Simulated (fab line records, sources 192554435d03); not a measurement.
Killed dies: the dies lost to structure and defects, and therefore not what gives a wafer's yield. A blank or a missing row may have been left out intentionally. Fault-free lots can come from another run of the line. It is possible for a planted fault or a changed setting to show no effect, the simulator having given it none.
Comparing a struck lot with a sound one :: flow n5-finfet :: 44 steps out of a route of 1938
Sound: the wafers L533.2, L533.3, L533.6. Struck: wafer L542.2 (left out: L542.1, L542.3 of the same lot, which were not struck); the cause appears at the end.
At each step with rows: each side's tool, then ch and its chambers, then its first start. Under that, the readings that differ: sound wafers :: struck wafers :: difference of the means :: sigmas: that difference in standard deviations of wafers without a fault.
alike: readings with means less than 2 such deviations apart, plus words and numbers identical on both sides. not compared: withheld readings, readings lacking a value on some wafer, bounds such as >300 that could conceal the same value, and numbers that have no deviation in the record and whose values overlap.
The two part at a step that has a row with sigmas, a row that says differs or no value, or rows on one side only. When numbers do not overlap yet have no deviation, they are printed without sigmas and do not part them. A reading missing from all wafers of one side parts the sides only when that side holds two or more wafers.

first, 3 steps without rows for these wafers: N5_BEOL_M1_ANNEAL_95 (time 240 s); N5_BEOL_M1_SPUTTER_96 (material Cu, target thk 4.5 nm, time 8.29 s); N5_BEOL_M1_ECD_50 (material Cu, target thk 300 nm).
N5_BEOL_M1_ANNEAL_51: time 90 s.
  sound on rtp-anneal-02 ch 0, day 7 15:22; struck on rtp-anneal-01 ch 0, day 9 20:53
  alike: anneal-temp-c, wafer_temp_C_max
then, 1 step without rows for these wafers: N5_BEOL_M1_CMP_52 (polishes, stops on SiOC, t overpolish 6.8 s, target thk 40 nm).
N5_BEOL_M1_THK_MEAS_53: measures by xrf.
  sound: film-metro-01 at day 7 15:55; struck: film-metro-01 at day 9 21:29
  alike: M1_THK
N5_BEOL_M1_PRE_CLEAN_60: time 15 s.
  sound on cvd-co-02 ch 0,1,2, day 7 15:57; struck on cvd-co-02 ch 1, day 9 21:31
  alike: heater-power-w
N5_BEOL_M1_CO_CAP_55: material Co, precursor CCTBA/H2, target thk 2 nm, time 102.1 s.
  sound on cvd-co-02 ch 0,1,2, day 7 15:59; struck on cvd-co-02 ch 1, day 9 21:34
  alike: heater-power-w
then, 2 steps without rows for these wafers: N5_BEOL_M1_PRE_CLEAN_56 (time 15 s); N5_BEOL_M1_DEP_57 (deposits SiCN from 3MS/NH3, target thk 8 nm, time 14 s).
N5_BEOL_M1_RS_MEAS_58: uses a four-point probe to measure.
  sound: film-metro-01 at day 7 16:11; struck: film-metro-01 at day 9 21:46
  alike: M1_RS
N5_BEOL_M1_INSPECT_59: inspects for defects (darkfield).
  sound: defect-inspect-01 at day 7 16:12; struck: defect-inspect-01 at day 9 21:47
  alike: raw-defect-count
N5_BEOL_M2_ILD_DEP_00: deposits SiOC from DEMS/O2, target thk 79 nm, time 15.3 s.
  sound on pecvd-03 ch 0,2, day 7 16:14; struck on pecvd-02 ch 0, day 9 21:50
reading: model.SiOC_of_BEOL_M2_ILD_DEP_00.thk-nm (nm)
sound: 77.4 78.8 78.2
struck: 44.4
difference: -33.7
sigmas: 
  alike: heater-power-w, showerhead-plenum-p-Torr, throttle-valve-pct
N5_BEOL_M2_THK_MEAS_01:
  sound: film-metro-01 at day 7 16:19; struck: film-metro-01 at day 9 21:54
reading: M2_ILD_THK (nm)
sound: 77.3 78.9 78.1
struck: 44.4
difference: -33.7
sigmas: -26
then, 11 steps without rows for these wafers: N5_BEOL_M2_PECVD_72 (deposits SiO2 from TEOS/O2, target thk 16 nm, time 18 s); N5_BEOL_M2_HM_DEP_02 (deposits TiN, target thk 20 nm); N5_BEOL_M2_COAT_61 (time 60 s, resist thk 60 nm); N5_BEOL_M2_COAT_62 (time 60 s, resist thk 12 nm); N5_BEOL_M2_COAT_73 (time 60 s, resist thk 5 nm); N5_BEOL_M2_COAT_05 (resist thk 30 nm); N5_BEOL_M2_EBR_07; N5_BEOL_M2_SOFTBAKE_06 (time 60 s); N5_BEOL_M2_EXPOSE_08 (exposes mask M2); N5_BEOL_M2_PEB_09 (peb time 60 s); N5_BEOL_M2_DEVELOP_10 (develop time 30 s).
N5_BEOL_M2_CD_MEAS_11: the cd target is 16.79 nm.
  sound on cd-sem-02 ch 0, day 7 17:07; struck on cd-sem-02 ch 0, day 9 23:03
  alike: cd-nm
N5_BEOL_M2_OVL_MEAS_12:
  sound on overlay-01 ch 0, day 7 17:08; struck on overlay-01 ch 0, day 9 23:05
  alike: M2_OVL
N5_BEOL_M2_INSPECT_13: inspects for defects (brightfield).
  sound: defect-inspect-02 at day 7 17:11; struck: defect-inspect-01 at day 9 23:08
  alike: raw-defect-count
then, 2 steps without rows for these wafers: N5_BEOL_M2_DESCUM_16 (chemistry O2, time 7 s); N5_BEOL_M2_ETCH_74 (etches underlayer in N2/H2, target depth 6.5 nm, time 5.2 s).
N5_BEOL_M2_ETCH_63: etches SiARC in CF4, target depth 15.6 nm, time 26 s.
  sound on rie-diel-02 ch 1,2, day 7 17:17; struck on rie-diel-06 ch 1, day 9 23:13
reading: drypump-motor-current-A (A)
sound: 5.7 4.8 4.8
struck: 6.1
difference: +1.0
sigmas: +2

reading: throttle-valve-pct (%)
sound: 15.48 15.45 15.44
struck: 15.77
difference: +0.31
sigmas: +2
  alike: etch-rf-on-time-s, oes-product-au, rf-vpp-V, showerhead-plenum-p-Torr
  not compared: rf-hours-counter-h
N5_BEOL_M2_ETCH_64: etches SOC in N2/H2, target depth 75 nm, overetch 22.5 nm, time 121.9 s.
  sound on rie-diel-02 ch 1,2, day 7 17:19; struck on rie-diel-06 ch 1, day 9 23:15
reading: drypump-motor-current-A (A)
sound: 5.7 4.8 4.8
struck: 6.2
difference: +1.1
sigmas: +3
  alike: oes-product-au, rf-vpp-V, showerhead-plenum-p-Torr, throttle-valve-pct
  not compared: rf-hours-counter-h
then, 5 steps without rows for these wafers: N5_BEOL_M2_STRIP_65 (strips in N2/H2); N5_BEOL_M2_STRIP_75 (strips in N2/H2); N5_BEOL_M2_STRIP_66 (strips in CF4); N5_BEOL_M2_HM_OPEN_17 (chemistry Cl2/BCl3, target TiN, target depth 20 nm, overetch 6 nm); N5_BEOL_M2_STRIP_19 (strips in O2).
N5_BEOL_M2_CD_MEAS_18: pitch 36 nm, target cd 18 nm.
  sound: cd-sem-01 at day 7 17:40; struck: cd-sem-02 at day 9 23:36
  alike: cd-nm
then, 4 steps without rows for these wafers: N5_BEOL_M2_COAT_67 (time 60 s, resist thk 60 nm); N5_BEOL_M2_COAT_68 (time 60 s, resist thk 12 nm); N5_BEOL_M2_COAT_76 (time 60 s, resist thk 5 nm); N5_BEOL_M2_COAT_22 (resist thk 30 nm).
N5_BEOL_M2_CMP_52: polishes, stops on SiOC, t overpolish 6.8 s, target thk 40 nm.
  sound on cmp-03 ch 0,1,2, day 8 05:36; struck on cmp-03 ch 2, day 10 04:46
reading: model.SiOC_of_BEOL_M2_ILD_DEP_00.thk-nm (nm)
sound: 74.4 75.8 75.2
struck: 41.4
difference: -33.7
sigmas: 
  alike: clearing-platen-rpm, motor-current-A
N5_BEOL_M4_RC_MEAS_101:
  the record has rows for the sound wafers here (prober-02 ch 0, day 9 03:31) and none for the struck ones

WHERE THEY PART
At N5_BEOL_M2_THK_MEAS_01 first; at N5_BEOL_M4_RC_MEAS_101 last (within this record only).

WHY: whatever the simulator had introduced
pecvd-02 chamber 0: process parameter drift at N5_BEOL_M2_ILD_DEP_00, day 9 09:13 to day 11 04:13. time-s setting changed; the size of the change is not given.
